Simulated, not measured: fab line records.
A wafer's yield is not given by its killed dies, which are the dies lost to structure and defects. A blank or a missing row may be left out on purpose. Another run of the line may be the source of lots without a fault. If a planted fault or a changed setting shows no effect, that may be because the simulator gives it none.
Matching of chambers :: flow nand-harc :: 4 sister chambers for NHARC_P_M1_DESCUM_14 on rie-diel-12
The step chemistry O2, time 3 s. 16 wafers are shown with their chamber, then 8 later ones without.

EACH WAFER AND ITS CHAMBER
wafer: L077.2
chamber: 0
drypump-motor-current-A (A): 6.3
rf-vpp-V (V): 57.7
throttle-valve-pct (%): 11.324

wafer: L077.4
chamber: 3
drypump-motor-current-A (A): 5.4
rf-vpp-V (V): 57.9
throttle-valve-pct (%): 11.304

wafer: L077.5
chamber: 1
drypump-motor-current-A (A): 4.9
rf-vpp-V (V): 58.3
throttle-valve-pct (%): 11.308

wafer: L076.2
chamber: 1
drypump-motor-current-A (A): 5.0
rf-vpp-V (V): 57.3
throttle-valve-pct (%): 11.304

wafer: L076.4
chamber: 2
drypump-motor-current-A (A): 5.2
rf-vpp-V (V): 58.3
throttle-valve-pct (%): 11.319

wafer: L076.6
chamber: 2
drypump-motor-current-A (A): 5.2
rf-vpp-V (V): 57.1
throttle-valve-pct (%): 11.316

wafer: L082.2
chamber: 0
drypump-motor-current-A (A): 6.3
rf-vpp-V (V): 56.0
throttle-valve-pct (%): 11.308

wafer: L082.4
chamber: 3
drypump-motor-current-A (A): 5.4
rf-vpp-V (V): 57.4
throttle-valve-pct (%): 11.311

wafer: L082.5
chamber: 2
drypump-motor-current-A (A): 5.2
rf-vpp-V (V): 57.1
throttle-valve-pct (%): 11.310

wafer: L089.2
chamber: 0
drypump-motor-current-A (A): 6.3
rf-vpp-V (V): 55.3
throttle-valve-pct (%): 11.311

wafer: L089.4
chamber: 1
drypump-motor-current-A (A): 4.9
rf-vpp-V (V): 58.0
throttle-valve-pct (%): 11.322

wafer: L089.5
chamber: 0
drypump-motor-current-A (A): 6.3
rf-vpp-V (V): 58.4
throttle-valve-pct (%): 11.317

wafer: L092.1
chamber: 3
drypump-motor-current-A (A): 5.4
rf-vpp-V (V): 56.9
throttle-valve-pct (%): 11.308

wafer: L092.3
chamber: 1
drypump-motor-current-A (A): 5.0
rf-vpp-V (V): 57.9
throttle-valve-pct (%): 11.311

wafer: L092.5
chamber: 0
drypump-motor-current-A (A): 6.3
rf-vpp-V (V): 58.5
throttle-valve-pct (%): 11.310

wafer: L095.2
chamber: 3
drypump-motor-current-A (A): 5.4
rf-vpp-V (V): 56.8
throttle-valve-pct (%): 11.321

SIGNATURES (means of the wafers above)
reading: drypump-motor-current-A
chamber 0: 6.300
chamber 1: 4.950
chamber 2: 5.200
chamber 3: 5.400
scatter within a chamber: 0.0289

reading: rf-vpp-V
chamber 0: 57.180
chamber 1: 57.875
chamber 2: 57.500
chamber 3: 57.250
scatter within a chamber: 0.944

reading: throttle-valve-pct
chamber 0: 11.31400
chamber 1: 11.31125
chamber 2: 11.31500
chamber 3: 11.31100
scatter within a chamber: 0.00676
Rule: distance of a wafer from a chamber = root of the sum over the readings of ((wafer's reading minus chamber's mean) / reading's scatter) squared. If the next closest chamber is less than 2 further off than the closest, the wafer can't be placed; otherwise it belongs to the closest. The scatter: take each reading less its chamber's mean, square it, sum over the shown wafers, divide by the number of wafers less the number of chambers, and take the root.

WAFERS MISSING THEIR CHAMBER
wafer: L095.4
drypump-motor-current-A (A): 5.0
rf-vpp-V (V): 58.6
throttle-valve-pct (%): 11.305

wafer: L095.6
drypump-motor-current-A (A): 4.9
rf-vpp-V (V): 55.2
throttle-valve-pct (%): 11.314

wafer: L094.1
drypump-motor-current-A (A): 6.3
rf-vpp-V (V): 56.6
throttle-valve-pct (%): 11.315

wafer: L094.2
drypump-motor-current-A (A): 5.4
rf-vpp-V (V): 58.1
throttle-valve-pct (%): 11.301

wafer: L094.5
drypump-motor-current-A (A): 6.3
rf-vpp-V (V): 56.7
throttle-valve-pct (%): 11.308

wafer: L096.1
drypump-motor-current-A (A): 5.4
rf-vpp-V (V): 58.2
throttle-valve-pct (%): 11.303

wafer: L096.2
drypump-motor-current-A (A): 6.3
rf-vpp-V (V): 58.2
throttle-valve-pct (%): 11.309

wafer: L096.3
drypump-motor-current-A (A): 5.2
rf-vpp-V (V): 57.4
throttle-valve-pct (%): 11.315

WHICH CHAMBER EACH ONE RAN IN
wafer: L095.4
from the rows above: 1
in truth: 1

wafer: L095.6
from the rows above: 1
in truth: 1

wafer: L094.1
from the rows above: 0
in truth: 0

wafer: L094.2
from the rows above: 3
in truth: 3

wafer: L094.5
from the rows above: 0
in truth: 0

wafer: L096.1
from the rows above: 3
in truth: 3

wafer: L096.2
from the rows above: 0
in truth: 0

wafer: L096.3
from the rows above: 2
in truth: 2
Placed correctly: 8 of 8. Number that these rows cannot place: 0. Placed wrongly: 0.
